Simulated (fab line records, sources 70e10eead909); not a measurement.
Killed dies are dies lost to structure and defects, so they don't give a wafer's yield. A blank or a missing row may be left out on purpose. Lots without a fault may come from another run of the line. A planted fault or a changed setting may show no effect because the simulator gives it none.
Chamber matching | flow nand_harc | NHARC_A_SGD_CUT_DEP_00 on pecvd-04: 3 sister chambers
The step deposits SiNx, target thk 50 nm. 3 wafers are shown with their chamber, then 8 later ones without.

WAFERS WITH THEIR CHAMBER
wafer  | chamber | heater_power_w (W)
L080.4 | 2       | 787
L093.2 | 1       | 637
L094.2 | 0       | 549

WAFERS WITHOUT THEIR CHAMBER
wafer  | heater_power_w (W)
L094.3 | 749
L094.5 | 735
L096.4 | 595
L096.5 | 559
L096.6 | 782
L092.2 | 603
L092.5 | 612
L092.6 | 668

WHICH CHAMBER EACH WENT THROUGH
wafer  | from the rows above     | in truth
L094.3 | 2                       | 2
L094.5 | can't be placed: 2 or 1 | 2
L096.4 | can't be placed: 1 or 0 | 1
L096.5 | 0                       | 0
L096.6 | 2                       | 2
L092.2 | can't be placed: 1 or 0 | 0
L092.5 | can't be placed: 1 or 0 | 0
L092.6 | 1                       | 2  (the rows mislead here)
Placed correctly: 3 of 8. Can't be placed from these rows: 4 (the true chamber is among the candidates in 4). Placed wrongly: 1.
How it was worked out, from the rows above alone: a wafer's distance from a chamber is the root of the sum, over the readings, of the square of ((its reading less the chamber's mean) divided by the reading's scatter). The wafer belongs to the nearest chamber; if the next one is less than 2 further off, it can't be placed. A chamber's mean is the mean of its shown wafers. The scatter: with one shown wafer a chamber, the root of the mean of the squares of how far each hidden wafer lies from its nearest shown one.
